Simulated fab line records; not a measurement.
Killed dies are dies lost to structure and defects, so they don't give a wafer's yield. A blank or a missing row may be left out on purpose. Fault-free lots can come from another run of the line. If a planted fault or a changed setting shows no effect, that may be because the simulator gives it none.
The same fault as seen by 2 desks + flow n5-finfet + numbers are kept per desk, each desk with only its own; the story behind them comes last

== FOR THE TOOL OWNER'S DESK: litho-track-05 ==
The tool's own readings at N5_BEOL_M6_COAT_60 (time 60 s, resist thk 35 nm): means of the sampled wafers that have a number, for each lot that ran on this tool. Any lot whose mean is over 4 standard deviations away from the usual mean is out of limits and marked OUT; that distance is given in the brackets.
Columns: A = spin-speed-rpm at N5_BEOL_M6_COAT_60, usual 1499.8 rpm
| lot  | first seen here | A                        |
|------|-----------------|--------------------------|
| L473 | day 9 01:25     | 1500.4                   |
| L476 | day 9 06:26     | 1499.8                   |
| L477 | day 9 22:42     | 1499.4                   |
| L483 | day 11 10:05    | 1669.6 (+99 or more) OUT |
| L485 | day 12 02:31    | 1669.3 (+99 or more) OUT |
| L490 | day 15 01:49    | 1500.3                   |
This desk's finding: out of limits on L483, L485; first on L483, day 11 10:05 (spin-speed-rpm at N5_BEOL_M6_COAT_60). L473, L476, L477, L490 stayed within limits.

== THE METROLOGY DESK ==
Means of the sampled wafers that have a number, per lot and without regard to the tool the lot ran on: this is what the gauges read. Any lot whose mean is over 4 standard deviations away from the usual mean is out of limits and marked OUT; that distance is given in the brackets.
Columns: A = M5_THK at N5_BEOL_M5_THK_MEAS_53, usual 63.6 nm; B = M5_RS at N5_BEOL_M5_RS_MEAS_57, usual 0.391 ohm/sq; C = M6_OVL at N5_BEOL_M6_OVL_MEAS_12, usual 0.3 nm
| lot  | first seen here | A    | B     | C    |
|------|-----------------|------|-------|------|
| L473 | day 8 21:40     | 64.0 | 0.391 | -0.4 |
| L474 | day 8 22:40     | 64.3 | 0.386 | 0.2  |
| L476 | day 9 03:20     | 61.4 | 0.408 | 0.8  |
| L477 | day 9 19:32     | 65.1 | 0.382 | 1.5  |
| L479 | day 10 06:59    | 65.9 | 0.375 | 0.2  |
| L483 | day 11 08:01    | 62.2 | 0.401 | 0.3  |
| L484 | day 11 20:13    | 62.6 | 0.396 | 0.9  |
| L485 | day 12 00:34    | 63.8 | 0.390 | 0.5  |
| L491 | day 13 06:59    | 63.6 | 0.387 | 1.0  |
| L494 | day 14 03:14    | 63.6 | 0.392 | -1.1 |
| L495 | day 14 04:49    | 65.3 | 0.380 | -0.2 |
| L490 | day 14 21:47    | 63.8 | 0.390 | 0.4  |
This desk's verdict: no lot among the 12 shows anything out of limits.

== PUT TOGETHER ==
At day 11 10:05, on L483, L485, the tool owner's desk was in a position to raise an alarm.
At the metrology desk, nothing out of limits was observed.
The metrology desk has L483, L485 on record, within its limits.
N5_BEOL_M6_COAT_60 was run on litho-track-05 by each of the lots named.

== WHAT HAD BEEN PUT IN BY THE SIMULATOR ==
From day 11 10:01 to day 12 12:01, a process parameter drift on litho-track-05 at N5_BEOL_M6_COAT_60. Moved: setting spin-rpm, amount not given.
Struck lots among those shown: L483, L485.
Delay in hours, fault start to first out-of-limits reading, by desk: the tool owner's desk at 0.
